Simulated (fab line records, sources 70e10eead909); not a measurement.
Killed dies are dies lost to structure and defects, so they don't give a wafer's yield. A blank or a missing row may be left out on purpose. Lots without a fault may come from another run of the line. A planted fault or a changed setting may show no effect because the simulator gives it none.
Chamber matching | flow nand_harc | NHARC_P_GATE_STRIP_108 on rie_diel-12: 4 sister chambers
The step strips in O2. 4 wafers are shown with their chamber, then 7 later ones without.

WAFERS WITH THEIR CHAMBER
wafer  | chamber | showerhead_plenum_p_Torr (Torr)
L431.1 | 1       | 3.58
L439.2 | 0       | 3.66
L440.3 | 3       | 3.73
L440.4 | 2       | 3.63

WAFERS WITHOUT THEIR CHAMBER
wafer  | showerhead_plenum_p_Torr (Torr)
L440.5 | 3.66
L449.1 | 3.63
L449.5 | 3.63
L449.6 | 3.73
L451.1 | 3.63
L451.2 | 3.58
L451.4 | 3.65

WHICH CHAMBER EACH WENT THROUGH
wafer  | from the rows above | in truth
L440.5 | 0                   | 0
L449.1 | 2                   | 2
L449.5 | 2                   | 2
L449.6 | 3                   | 3
L451.1 | 2                   | 2
L451.2 | 1                   | 1
L451.4 | 0                   | 0
Placed correctly: 7 of 7. Can't be placed from these rows: 0. Placed wrongly: 0.
How it was worked out, from the rows above alone: a wafer's distance from a chamber is the root of the sum, over the readings, of the square of ((its reading less the chamber's mean) divided by the reading's scatter). The wafer belongs to the nearest chamber; if the next one is less than 2 further off, it can't be placed. A chamber's mean is the mean of its shown wafers. The scatter: with one shown wafer a chamber, the root of the mean of the squares of how far each hidden wafer lies from its nearest shown one.
